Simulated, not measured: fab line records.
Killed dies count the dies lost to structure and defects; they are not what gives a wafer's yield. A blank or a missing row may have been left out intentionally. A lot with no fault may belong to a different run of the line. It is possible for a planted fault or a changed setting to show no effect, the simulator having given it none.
fab line records	flow n5Finfet
record lots=24	wafers=72	lastDay=18
route steps=1938 shown BEOL_M0@739 BEOL_M1@770
lots with no fault: from the same line, run without faults
startH: start of the lot's first displayed wafer, in hours after the record's first day	waitH: how many hours have passed since the lot's step before this one	" unchanged from the row above	L1.1+2: one row covering several wafers at once	- no value present, or no start provided	* or withheld: withheld	< > ~ a bound
route shown NAME@n: NAME is a module with steps in the file, n the number in the route of the first one	usual: mean/standard deviation of fault-free wafers	same: alike in all rows	chamber/n: place in a boat	sites: each site's reading	_std_site: their standard deviation	_edge_site: the outer-site mean with the inner-site mean subtracted	radiusMm: how far each site lies from the wafer's centre	mask NAME#n: copy n	behind: tool/chamber where the wafer was last shaped	hold: reason for holding the lot/hours on hold/outcome of the hold	device: names the non-switching transistor (n, p or np)	end of line: the tests these same wafers got at the end of their route	for a step that has no rows: nothing shown but its recipe	killed: not the wafer's yield, but the dies lost to structure and defects at the first sort	map: a wafer's dies, marking killed ones x, the rest . and places with no die _
set.NAME: the setting as run; set.NAME@STEP: as run at that earlier step	model.NAME: the simulator's own value behind a step, which no gauge read
steps of the route over a sample of lots; a table a step, a row a wafer
services: a tool's chamber out of use, with start hour (startH, from the record's first day; less than 0 if before it), hours out, and reason
## steps
# step N5_BEOL_M0_ANNEAL_135
# recipe tempC=400	timeS=60	ambient=vacuum
# usual heaterPowerW=819/79
lot.wafer	tool	chamber	startH	waitH	heaterPowerW
L074.3	pvdSputter-02	-	118.29	0.0	849
L074.4	"	-	"	"	709
L074.6	"	-	"	"	854
L075.1	pvdSputter-03	-	127.45	0.0	791
L075.3	"	-	"	"	776
L075.5	"	-	"	"	861
L076.3	pvdSputter-02	-	132.90	0.0	803
L076.5	"	-	"	"	692
L076.6	"	-	"	"	843
L077.1	pvdSputter-03	-	143.49	0.0	754
L077.2	"	-	"	"	1009
L077.6	"	-	"	"	992
L078.3	pvdSputter-01	-	145.92	0.0	750
L078.5	"	-	"	"	883
L078.6	"	-	"	"	796
L079.2	pvdSputter-01	-	153.50	0.0	792
L079.3	"	-	"	"	855
L079.6	"	-	"	"	762
L080.1	pvdSputter-01	-	160.88	0.0	806
L080.2	"	-	"	"	889
L080.3	"	-	"	"	738
L081.1	pvdSputter-03	-	164.85	0.0	764
L081.3	"	-	"	"	1029
L081.6	"	-	"	"	748
L082.4	pvdSputter-02	-	166.38	0.0	836
L082.5	"	-	"	"	866
L082.6	"	-	"	"	713
L083.3	pvdSputter-02	-	174.12	0.0	759
L083.4	"	-	"	"	867
L083.6	"	-	"	"	777
L084.1	pvdSputter-01	-	182.22	0.0	754
L084.4	"	-	"	"	810
L084.6	"	-	"	"	797
L085.2	pvdSputter-02	-	188.30	0.0	847
L085.3	"	-	"	"	827
L085.4	"	-	"	"	779
L086.1	pvdSputter-03	-	194.16	0.0	871
L086.2	"	-	"	"	773
L086.3	"	-	"	"	762
L087.1	pvdSputter-03	-	199.53	0.0	884
L087.4	"	-	"	"	753
L087.5	"	-	"	"	1007
L088.1	pvdSputter-01	-	205.25	0.0	891
L088.3	"	-	"	"	830
L088.6	"	-	"	"	856
L089.3	pvdSputter-01	-	207.53	0.0	854
L089.4	"	-	"	"	785
L089.6	"	-	"	"	750
L090.2	pvdSputter-01	-	214.51	0.0	893
L090.4	"	-	"	"	784
L090.6	"	-	"	"	794
L093.2	pvdSputter-01	-	231.75	0.0	874
L093.4	"	-	"	"	793
L093.5	"	-	"	"	736
L091.2	pvdSputter-02	-	234.11	0.0	721
L091.4	"	-	"	"	833
L091.5	"	-	"	"	807
L094.3	pvdSputter-02	-	241.15	0.0	706
L094.4	"	-	"	"	842
L094.5	"	-	"	"	841
L092.1	pvdSputter-02	-	244.12	0.0	771
L092.2	"	-	"	"	859
L092.5	"	-	"	"	770
L095.2	pvdSputter-03	-	245.88	0.0	1033
L095.3	"	-	"	"	766
L095.5	"	-	"	"	758
L096.2	pvdSputter-02	-	251.72	0.0	689
L096.4	"	-	"	"	771
L096.6	"	-	"	"	690
L097.2	pvdSputter-01	-	258.79	0.0	891
L097.3	"	-	"	"	808
L097.5	"	-	"	"	845
# step N5_BEOL_M1_ETCH_64
# recipe chemistry=N2/H2	target=SOC	targetDepthA=750	overetchA=150	maskMaterial=SiARC	tempC=40	timeS=112.5	ionEnergyEv=200	pressureMtorr=30	sourceW=840	biasW=150	n2FlowSccm=200	h2FlowSccm=200
# usual drypumpMotorCurrentA=5.82/0.26	n2FlowSccm=200.0/0.55	oesProductAu=0.62/0.066	rfVppV=524.3/2.6	showerheadPlenumPTorr=2.56/0.084	tempC=39.99/0.11	throttleValvePct=17.8/0.32
lot.wafer	tool	chamber	startH	waitH	drypumpMotorCurrentA	n2FlowSccm	oesProductAu	rfHoursCounterH	rfVppV	showerheadPlenumPTorr	tempC	throttleValvePct
L074.3	rieDiel-06	1	120.65	0.0	5.42	199.1	0.62	136	527.5	2.66	39.99	18.0
L074.4	"	3	"	"	5.84	200.4	0.71	35	520.7	2.47	39.98	17.2
L074.6	"	3	"	"	5.86	200.0	0.71	-	521.4	2.47	39.91	17.2
L075.1	rieDiel-05	3	132.37	0.0	5.64	199.2	0.74	8	524.8	2.59	40.12	17.6
L075.3	"	0	"	"	5.62	199.9	0.53	243	524.7	2.61	40.05	17.7
L075.5	"	0	"	"	5.61	200.4	0.53	-	527.0	2.61	40.03	17.7
L076.3	rieDiel-05	2	136.84	0.0	6.03	200.8	0.56	184	520.3	2.44	39.83	18.2
L076.5	"	2	"	"	6.05	199.9	0.56	-	522.0	2.44	39.97	18.1
L076.6	"	1	"	"	5.92	199.8	0.57	-	526.9	2.63	39.86	18.2
L077.1	rieDiel-05	2	145.75	0.0	6.06	200.6	0.57	186	521.3	2.44	39.94	18.1
L077.2	"	0	"	"	5.64	199.7	0.54	246	525.6	2.61	40.13	17.7
L077.6	"	1	"	"	5.92	200.5	0.56	-	527.3	2.63	39.90	18.2
L078.3	rieDiel-03	2	149.33	0.0	5.70	200.6	0.70	38	528.4	2.70	39.87	17.4
L078.5	"	2	"	"	5.70	200.8	0.71	-	528.2	2.70	40.02	17.4
L078.6	"	3	"	"	5.49	200.1	0.64	-	521.2	2.48	39.96	18.1
L079.2	rieDiel-05	3	157.93	0.0	5.61	200.7	0.72	17	527.5	2.58	40.14	17.6
L079.3	"	2	"	"	6.06	200.1	0.56	191	520.6	2.43	40.12	18.2
L079.6	"	3	"	"	5.62	200.0	0.72	-	525.0	2.58	40.07	17.6
L080.1	rieDiel-06	0	164.96	0.0	6.12	199.2	0.57	205	524.2	2.51	39.92	17.8
L080.2	"	1	"	"	5.41	199.9	0.60	149	525.8	2.65	40.14	18.0
L080.3	"	3	"	"	5.84	199.7	0.69	49	523.5	2.47	39.98	17.3
L081.1	rieDiel-03	1	169.49	0.0	6.34	199.6	0.58	160	526.3	2.65	39.97	17.5
L081.3	"	3	"	"	5.48	199.8	0.63	115	521.0	2.47	39.93	18.1
L081.6	"	1	"	"	6.32	200.0	0.58	-	526.6	2.65	39.77	17.5
L082.4	rieDiel-05	3	169.86	0.1	5.63	200.4	0.72	-	524.1	2.58	39.96	17.6
L082.5	"	1	"	"	5.93	199.5	0.56	-	526.3	2.63	40.11	18.2
L082.6	"	2	"	"	6.08	200.0	0.56	-	520.5	2.43	40.23	18.2
L083.3	rieDiel-06	3	176.73	0.0	5.86	199.8	0.68	52	521.7	2.47	40.19	17.3
L083.4	"	3	"	"	5.87	199.6	0.67	-	522.8	2.47	40.10	17.3
L083.6	"	0	"	"	6.11	200.3	0.57	-	523.0	2.51	40.03	17.8
L084.1	rieDiel-05	1	186.12	0.0	5.92	201.7	0.55	211	525.5	2.63	39.89	18.2
L084.4	"	3	"	"	5.63	200.6	0.70	27	524.4	2.58	40.05	17.6
L084.6	"	2	"	"	6.07	199.8	0.56	-	518.4	2.43	40.13	18.2
L085.2	rieDiel-06	1	192.69	0.0	5.42	199.5	0.59	158	528.3	2.65	40.07	18.0
L085.3	"	3	"	"	5.84	201.1	0.67	57	523.0	2.46	39.92	17.3
L085.4	"	2	"	"	5.85	198.6	0.58	167	524.9	2.54	39.89	18.1
L086.1	rieDiel-03	3	197.63	0.0	5.47	198.6	0.62	121	523.6	2.47	40.06	18.1
L086.2	"	0	"	"	5.61	200.0	0.70	42	526.0	2.61	39.98	17.9
L086.3	"	2	"	"	5.72	199.1	0.69	54	527.3	2.69	40.02	17.4
L087.1	rieDiel-03	3	202.21	0.0	5.49	201.3	0.63	122	520.0	2.47	40.09	18.1
L087.4	"	0	"	"	5.60	200.4	0.70	44	525.6	2.61	39.66	17.9
L087.5	"	1	"	"	6.36	199.7	0.58	-	528.2	2.64	40.02	17.5
L088.1	rieDiel-05	0	207.49	0.0	5.65	200.0	0.74	11	525.8	2.60	40.16	17.3
L088.3	"	1	"	"	5.93	199.3	0.55	218	524.3	2.62	40.03	18.2
L088.6	"	1	"	"	5.91	199.9	0.55	-	526.2	2.62	40.03	18.2
L089.3	rieDiel-03	3	210.74	0.0	5.46	199.8	0.63	125	521.3	2.47	39.89	18.1
L089.4	"	1	"	"	6.36	199.8	0.57	175	527.4	2.64	39.86	17.5
L089.6	"	2	"	"	5.70	199.8	0.68	-	528.8	2.69	40.08	17.4
L090.2	rieDiel-03	1	217.88	0.0	6.32	199.5	0.57	176	526.3	2.64	39.97	17.5
L090.4	"	2	"	"	5.72	199.3	0.68	60	527.7	2.69	39.97	17.4
L090.6	"	3	"	"	5.45	199.5	0.63	-	521.2	2.47	39.97	18.1
L093.2	rieDiel-05	2	234.72	0.0	6.11	200.2	0.55	216	519.4	2.42	39.96	18.2
L093.4	"	0	"	"	5.59	200.0	0.72	19	526.2	2.60	40.07	17.3
L093.5	"	2	"	"	6.09	200.2	0.55	-	520.2	2.42	39.96	18.2
L091.2	rieDiel-06	2	238.00	0.0	5.87	199.9	0.58	182	522.9	2.54	39.99	18.1
L091.4	"	3	"	"	5.85	199.7	0.66	73	521.1	2.46	39.81	17.3
L091.5	"	2	"	"	5.84	199.7	0.58	-	523.7	2.54	40.21	18.2
L094.3	rieDiel-05	0	244.67	0.0	5.58	200.2	0.71	23	524.9	2.60	40.12	17.3
L094.4	"	0	"	"	5.63	199.6	0.71	-	525.0	2.60	40.13	17.4
L094.5	"	2	"	"	6.00	199.5	0.54	-	521.6	2.42	40.04	18.2
L092.1	rieDiel-05	2	247.06	0.0	5.99	200.4	0.54	222	517.9	2.42	40.03	18.2
L092.2	"	1	"	"	5.94	199.5	0.55	231	526.3	2.62	40.07	18.2
L092.5	"	2	"	"	6.03	199.9	0.55	-	520.3	2.42	40.05	18.2
L095.2	rieDiel-06	0	250.68	0.0	6.09	199.2	0.55	233	523.2	2.50	39.89	17.9
L095.3	"	2	"	"	5.84	200.6	0.58	187	524.5	2.54	40.03	18.2
L095.5	"	3	"	"	5.88	199.9	0.66	-	520.9	2.46	40.00	17.3
L096.2	rieDiel-03	3	254.92	0.0	5.47	200.9	0.62	138	518.9	2.47	39.97	18.1
L096.4	"	0	"	"	5.63	201.1	0.68	60	525.1	2.60	40.04	17.9
L096.6	"	0	"	"	5.59	200.6	0.68	-	524.4	2.60	40.16	17.9
L097.2	rieDiel-03	3	262.99	0.0	5.46	199.2	0.61	141	521.7	2.46	40.06	18.1
L097.3	"	0	"	"	5.60	199.7	0.68	63	525.2	2.60	40.03	17.9
L097.5	"	3	"	"	5.47	199.9	0.61	-	519.2	2.47	40.02	18.1
# step N5_BEOL_M1_ALD_84
# recipe material=TaN	targetThkA=*	tempC=275	aldPrecursorFamily=PDMAT	aldCoReactant=NH3	pressureTorr=3	carrierFlowSccm=1500	pulseTimeS=2	purgeTimeS=3	coReactantPurgeTimeS=2	coReactantPulseTimeS=3	aldCycles=30	precursorVesselTempC=75	precursorVesselPressureTorr=26.25	precursorVesselCarrierSccm=1000
# usual heaterPowerW=407/40	mfcCarrierSccm=1501/4.4
# same coReactantPulseTimeS=3
lot.wafer	tool	chamber	startH	waitH	heaterPowerW	mfcCarrierSccm
L074.3	aldMetal-03	1	123.92	0.0	384	1503
L074.4	"	3	"	"	371	1494
L074.6	"	0	"	"	359	1506
L075.1	aldMetal-03	2	136.86	0.0	432	1497
L075.3	"	0	"	"	353	1504
L075.5	"	2	"	"	432	1497
L076.3	aldMetal-01	1	148.30	0.1	387	1498
L076.5	"	2	"	"	380	1500
L076.6	"	1	"	"	393	1492
L077.1	aldMetal-02	1	149.28	0.0	375	1502
L077.2	"	0	"	"	475	1496
L077.6	"	3	"	"	424	1505
L078.3	aldMetal-02	2	159.02	0.1	371	1506
L078.5	"	1	"	"	377	1505
L078.6	"	2	"	"	368	1498
L079.2	aldMetal-01	0	175.70	0.1	472	1500
L079.3	"	2	"	"	387	1501
L079.6	"	3	"	"	443	1500
L080.1	aldMetal-03	3	175.93	0.0	379	1511
L080.2	"	1	"	"	391	1506
L080.3	"	2	"	"	421	1501
L081.1	aldMetal-01	1	175.96	0.0	394	1500
L081.3	"	0	"	"	466	1499
L081.6	"	1	"	"	384	1507
L082.4	aldMetal-03	1	179.53	0.0	393	1507
L082.5	"	1	"	"	395	1505
L082.6	"	0	"	"	354	1492
L083.3	aldMetal-03	3	182.80	0.1	362	1499
L083.4	"	1	"	"	396	1494
L083.6	"	0	"	"	374	1499
L084.1	aldMetal-01	3	192.70	0.1	454	1504
L084.4	"	0	"	"	469	1503
L084.6	"	0	"	"	464	1504
L085.2	aldMetal-03	3	194.59	0.1	379	1508
L085.3	"	0	"	"	359	1499
L085.4	"	2	"	"	424	1504
L086.1	aldMetal-01	2	209.31	0.3	380	1498
L086.2	"	1	"	"	397	1505
L086.3	"	3	"	"	461	1504
L087.1	aldMetal-01	3	210.45	0.1	455	1494
L087.4	"	1	"	"	386	1499
L087.5	"	2	"	"	375	1503
L088.1	aldMetal-02	1	214.30	0.0	376	1495
L088.3	"	0	"	"	500	1500
L088.6	"	1	"	"	385	1509
L089.3	aldMetal-01	1	218.89	0.1	401	1498
L089.4	"	3	"	"	439	1501
L089.6	"	2	"	"	381	1500
L090.2	aldMetal-01	1	221.44	0.1	398	1502
L090.4	"	2	"	"	381	1507
L090.6	"	3	"	"	450	1500
L093.2	aldMetal-02	3	237.92	0.0	435	1499
L093.4	"	1	"	"	379	1501
L093.5	"	2	"	"	369	1502
L091.2	aldMetal-02	2	246.29	0.0	368	1501
L091.4	"	1	"	"	372	1502
L091.5	"	2	"	"	375	1499
L094.3	aldMetal-02	1	246.89	0.1	369	1491
L094.4	"	2	"	"	370	1489
L094.5	"	1	"	"	377	1499
L095.2	aldMetal-03	2	259.44	0.0	428	1498
L095.3	"	3	"	"	373	1504
L095.5	"	3	"	"	375	1503
L092.1	aldMetal-02	1	259.69	0.1	377	1507
L092.2	"	3	"	"	430	1489
L092.5	"	3	"	"	429	1501
L096.2	aldMetal-03	2	262.39	0.0	417	1496
L096.4	"	3	"	"	376	1499
L096.6	"	2	"	"	422	1497
L097.2	aldMetal-01	3	266.39	0.3	446	1495
L097.3	"	0	"	"	461	1508
L097.5	"	0	"	"	474	1505
# step N5_BEOL_M1_SPUTTER_48
# recipe material=Cu	targetThkA=45	tempC=-20	chamberPressurePa=0.07	powerW=withheld	timeS=8.29
# usual chuckSensorTempC=-15.8/0.46	throttleValvePct=30.1/0.95
lot.wafer	tool	chamber	startH	waitH	chuckSensorTempC	throttleValvePct
L074.3	pvdSputter-03	-	124.46	0.1	-16.4	29.6
L074.4	"	-	"	"	-15.4	30.4
L074.6	"	-	"	"	-15.6	30.4
L075.1	pvdSputter-03	-	137.44	0.1	-15.4	30.1
L075.3	"	-	"	"	-16.7	29.3
L075.5	"	-	"	"	-15.5	29.7
L076.3	pvdSputter-01	-	148.80	0.1	-16.0	29.3
L076.5	"	-	"	"	-16.1	31.4
L076.6	"	-	"	"	-14.9	30.0
L077.1	pvdSputter-02	-	151.46	1.6	-16.2	30.6
L077.2	"	-	"	"	-15.3	31.8
L077.6	"	-	"	"	-15.3	31.6
L078.3	pvdSputter-02	-	160.20	0.7	-15.4	29.4
L078.5	"	-	"	"	-16.4	30.4
L078.6	"	-	"	"	-15.6	29.4
L079.2	pvdSputter-01	-	176.46	0.3	-14.9	29.8
L079.3	"	-	"	"	-16.1	28.9
L079.6	"	-	"	"	-15.0	29.8
L080.1	pvdSputter-03	-	176.85	0.1	-15.5	29.9
L080.2	"	-	"	"	-16.6	29.3
L080.3	"	-	"	"	-15.6	30.0
L081.1	pvdSputter-02	-	177.58	0.7	-15.3	32.0
L081.3	"	-	"	"	-16.4	30.9
L081.6	"	-	"	"	-16.3	30.8
L082.4	pvdSputter-02	-	180.32	0.2	-15.5	29.2
L082.5	"	-	"	"	-15.6	29.4
L082.6	"	-	"	"	-15.4	31.9
L083.3	pvdSputter-01	-	183.38	0.1	-16.3	28.8
L083.4	"	-	"	"	-16.1	31.4
L083.6	"	-	"	"	-16.2	31.4
L084.1	pvdSputter-01	-	193.35	0.2	-15.6	30.5
L084.4	"	-	"	"	-16.1	29.0
L084.6	"	-	"	"	-16.2	29.0
L085.2	pvdSputter-01	-	195.65	0.2	-15.3	30.5
L085.3	"	-	"	"	-16.1	31.0
L085.4	"	-	"	"	-16.2	28.8
L086.1	pvdSputter-01	-	209.99	0.1	-16.1	28.9
L086.2	"	-	"	"	-15.0	30.1
L086.3	"	-	"	"	-16.1	31.3
L087.1	pvdSputter-01	-	211.83	0.8	-15.4	30.6
L087.4	"	-	"	"	-16.1	30.9
L087.5	"	-	"	"	-15.0	30.0
L088.1	pvdSputter-03	-	216.46	1.7	-15.5	30.2
L088.3	"	-	"	"	-16.2	28.3
L088.6	"	-	"	"	-15.3	30.0
L089.3	pvdSputter-03	-	220.56	0.1	-15.5	30.4
L089.4	"	-	"	"	-16.4	29.3
L089.6	"	-	"	"	-16.3	28.3
L090.2	pvdSputter-01	-	221.98	0.2	-16.2	31.2
L090.4	"	-	"	"	-15.5	30.6
L090.6	"	-	"	"	-16.0	31.4
L093.2	pvdSputter-02	-	238.65	0.2	-15.6	29.5
L093.4	"	-	"	"	-15.8	30.5
L093.5	"	-	"	"	-16.0	30.3
L091.2	pvdSputter-02	-	246.85	0.1	-15.8	30.5
L091.4	"	-	"	"	-16.4	30.6
L091.5	"	-	"	"	-16.4	30.5
L094.3	pvdSputter-02	-	248.99	0.1	-15.4	31.6
L094.4	"	-	"	"	-15.5	30.3
L094.5	"	-	"	"	-16.1	30.3
L095.2	pvdSputter-01	-	260.21	0.1	-16.1	31.2
L095.3	"	-	"	"	-15.0	29.9
L095.5	"	-	"	"	-16.1	31.2
L092.1	pvdSputter-03	-	260.46	0.3	-16.5	29.5
L092.2	"	-	"	"	-16.4	28.3
L092.5	"	-	"	"	-16.3	28.3
L096.2	pvdSputter-01	-	262.88	0.1	-15.4	30.4
L096.4	"	-	"	"	-16.2	31.2
L096.6	"	-	"	"	-16.1	31.3
L097.2	pvdSputter-01	-	267.62	0.1	-16.2	31.3
L097.3	"	-	"	"	-16.1	29.1
L097.5	"	-	"	"	-15.0	29.8
# step N5_BEOL_M1_ANNEAL_91
# recipe tempC=400	timeS=240	ambient=vacuum
# usual heaterPowerW=821/74
lot.wafer	tool	chamber	startH	waitH	heaterPowerW
L074.3	pvdSputter-03	-	125.64	0.0	1012
L074.4	"	-	"	"	762
L074.6	"	-	"	"	771
L075.1	pvdSputter-03	-	140.43	0.0	771
L075.3	"	-	"	"	1020
L075.5	"	-	"	"	900
L076.3	pvdSputter-01	-	149.98	0.0	787
L076.5	"	-	"	"	881
L076.6	"	-	"	"	847
L077.1	pvdSputter-02	-	152.64	0.0	849
L077.2	"	-	"	"	796
L077.6	"	-	"	"	778
L078.3	pvdSputter-02	-	161.38	0.0	804
L078.5	"	-	"	"	839
L078.6	"	-	"	"	840
L079.2	pvdSputter-01	-	177.64	0.0	869
L079.3	"	-	"	"	786
L079.6	"	-	"	"	839
L080.1	pvdSputter-03	-	178.03	0.0	916
L080.2	"	-	"	"	1018
L080.3	"	-	"	"	738
L081.1	pvdSputter-02	-	178.76	0.0	788
L081.3	"	-	"	"	861
L081.6	"	-	"	"	856
L082.4	pvdSputter-02	-	181.50	0.0	830
L082.5	"	-	"	"	829
L082.6	"	-	"	"	782
L083.3	pvdSputter-01	-	184.56	0.0	795
L083.4	"	-	"	"	884
L083.6	"	-	"	"	852
L084.1	pvdSputter-01	-	194.53	0.0	779
L084.4	"	-	"	"	807
L084.6	"	-	"	"	783
L085.2	pvdSputter-01	-	196.83	0.0	756
L085.3	"	-	"	"	897
L085.4	"	-	"	"	787
L086.1	pvdSputter-01	-	211.17	0.0	791
L086.2	"	-	"	"	854
L086.3	"	-	"	"	911
L087.1	pvdSputter-01	-	213.01	0.0	756
L087.4	"	-	"	"	850
L087.5	"	-	"	"	844
L088.1	pvdSputter-03	-	217.64	0.0	754
L088.3	"	-	"	"	781
L088.6	"	-	"	"	757
L089.3	pvdSputter-03	-	221.74	0.0	771
L089.4	"	-	"	"	1018
L089.6	"	-	"	"	764
L090.2	pvdSputter-01	-	223.16	0.0	872
L090.4	"	-	"	"	761
L090.6	"	-	"	"	889
L093.2	pvdSputter-02	-	239.83	0.0	807
L093.4	"	-	"	"	710
L093.5	"	-	"	"	716
L091.2	pvdSputter-02	-	248.03	0.0	722
L091.4	"	-	"	"	852
L091.5	"	-	"	"	841
L094.3	pvdSputter-02	-	250.17	0.0	787
L094.4	"	-	"	"	723
L094.5	"	-	"	"	699
L095.2	pvdSputter-01	-	261.39	0.0	886
L095.3	"	-	"	"	843
L095.5	"	-	"	"	885
L092.1	pvdSputter-03	-	261.64	0.0	1035
L092.2	"	-	"	"	772
L092.5	"	-	"	"	776
L096.2	pvdSputter-01	-	264.06	0.0	748
L096.4	"	-	"	"	886
L096.6	"	-	"	"	870
L097.2	pvdSputter-01	-	268.80	0.0	879
L097.3	"	-	"	"	780
L097.5	"	-	"	"	853
# step N5_BEOL_M1_SPUTTER_92
# recipe material=Cu	targetThkA=45	tempC=-20	chamberPressurePa=0.07	powerW=withheld	timeS=8.29
# usual chuckSensorTempC=-15.8/0.46	throttleValvePct=30.1/0.96
lot.wafer	tool	chamber	startH	waitH	chuckSensorTempC	throttleValvePct
L074.3	pvdSputter-03	-	125.78	0.1	-16.6	29.4
L074.4	"	-	"	"	-15.5	30.0
L074.6	"	-	"	"	-15.5	30.3
L075.1	pvdSputter-03	-	140.57	0.1	-15.4	30.0
L075.3	"	-	"	"	-16.7	29.3
L075.5	"	-	"	"	-15.7	29.7
L076.3	pvdSputter-01	-	150.12	0.1	-16.1	29.2
L076.5	"	-	"	"	-16.1	31.4
L076.6	"	-	"	"	-14.8	29.9
L077.1	pvdSputter-02	-	152.78	0.1	-16.4	30.6
L077.2	"	-	"	"	-15.4	31.7
L077.6	"	-	"	"	-15.4	31.9
L078.3	pvdSputter-02	-	161.52	0.1	-15.6	29.2
L078.5	"	-	"	"	-16.3	30.7
L078.6	"	-	"	"	-15.6	29.2
L079.2	pvdSputter-01	-	177.78	0.1	-14.8	29.7
L079.3	"	-	"	"	-16.2	29.1
L079.6	"	-	"	"	-15.0	29.8
L080.1	pvdSputter-03	-	178.17	0.1	-15.5	29.3
L080.2	"	-	"	"	-16.5	29.5
L080.3	"	-	"	"	-15.5	30.4
L081.1	pvdSputter-02	-	178.90	0.1	-15.4	31.9
L081.3	"	-	"	"	-16.4	30.5
L081.6	"	-	"	"	-16.1	30.9
L082.4	pvdSputter-02	-	181.64	0.1	-15.8	29.3
L082.5	"	-	"	"	-15.5	29.4
L082.6	"	-	"	"	-15.4	31.7
L083.3	pvdSputter-01	-	184.70	0.1	-16.1	29.1
L083.4	"	-	"	"	-16.1	31.2
L083.6	"	-	"	"	-16.2	31.3
L084.1	pvdSputter-01	-	194.67	0.1	-15.5	30.7
L084.4	"	-	"	"	-16.1	29.0
L084.6	"	-	"	"	-16.0	29.1
L085.2	pvdSputter-01	-	196.97	0.1	-15.6	30.7
L085.3	"	-	"	"	-16.1	31.3
L085.4	"	-	"	"	-16.2	28.9
L086.1	pvdSputter-01	-	211.31	0.1	-16.2	29.1
L086.2	"	-	"	"	-15.0	29.9
L086.3	"	-	"	"	-16.0	31.1
L087.1	pvdSputter-01	-	213.15	0.1	-15.5	30.3
L087.4	"	-	"	"	-16.1	31.0
L087.5	"	-	"	"	-15.0	29.7
L088.1	pvdSputter-03	-	217.78	0.1	-15.5	30.2
L088.3	"	-	"	"	-16.2	28.4
L088.6	"	-	"	"	-15.5	30.3
L089.3	pvdSputter-03	-	221.88	0.1	-15.4	30.1
L089.4	"	-	"	"	-16.6	29.5
L089.6	"	-	"	"	-16.4	28.4
L090.2	pvdSputter-01	-	223.30	0.1	-16.2	31.3
L090.4	"	-	"	"	-15.6	30.8
L090.6	"	-	"	"	-16.2	31.2
L093.2	pvdSputter-02	-	239.97	0.1	-15.7	29.3
L093.4	"	-	"	"	-15.8	30.2
L093.5	"	-	"	"	-16.0	30.2
L091.2	pvdSputter-02	-	248.17	0.1	-15.7	30.3
L091.4	"	-	"	"	-16.3	30.6
L091.5	"	-	"	"	-16.3	30.5
L094.3	pvdSputter-02	-	250.31	0.1	-15.3	31.7
L094.4	"	-	"	"	-16.0	30.5
L094.5	"	-	"	"	-15.8	30.5
L095.2	pvdSputter-01	-	261.53	0.1	-16.3	31.3
L095.3	"	-	"	"	-14.9	29.9
L095.5	"	-	"	"	-16.1	31.2
L092.1	pvdSputter-03	-	261.78	0.1	-16.5	29.6
L092.2	"	-	"	"	-16.5	27.8
L092.5	"	-	"	"	-16.4	28.1
L096.2	pvdSputter-01	-	264.20	0.1	-15.6	30.5
L096.4	"	-	"	"	-16.1	31.3
L096.6	"	-	"	"	-16.2	31.2
L097.2	pvdSputter-01	-	268.94	0.1	-16.1	31.3
L097.3	"	-	"	"	-16.1	29.0
L097.5	"	-	"	"	-15.0	29.9
## services
tool	chamber	startH	hours	kind
aldMetal-01	0	114.24	4.7	repair
rieDiel-03	2	120.54	4.1	repair
aldMetal-03	1	127.24	24.1	repair
rieDiel-05	0	154.46	-	clean
rieDiel-05	0	154.46	-	consumableReplace:focusRing
rieDiel-05	0	154.46	21.4	scheduledDown
rieDiel-05	0	154.46	21.4	ventCycle
rieDiel-03	-	157.42	0.6	repair
rieDiel-03	3	181.91	13.3	repair
rieDiel-05	3	199.25	6.7	repair
rieDiel-05	-	215.61	0.7	repair
rieDiel-05	3	239.24	9.6	repair
rieDiel-06	2	252.13	10.8	repair
rieDiel-06	0	256.55	7.3	repair
rieDiel-06	1	257.61	3.4	repair
rieDiel-03	1	264.32	8.9	repair
rieDiel-05	-	264.84	14.6	pm
## key
fault none
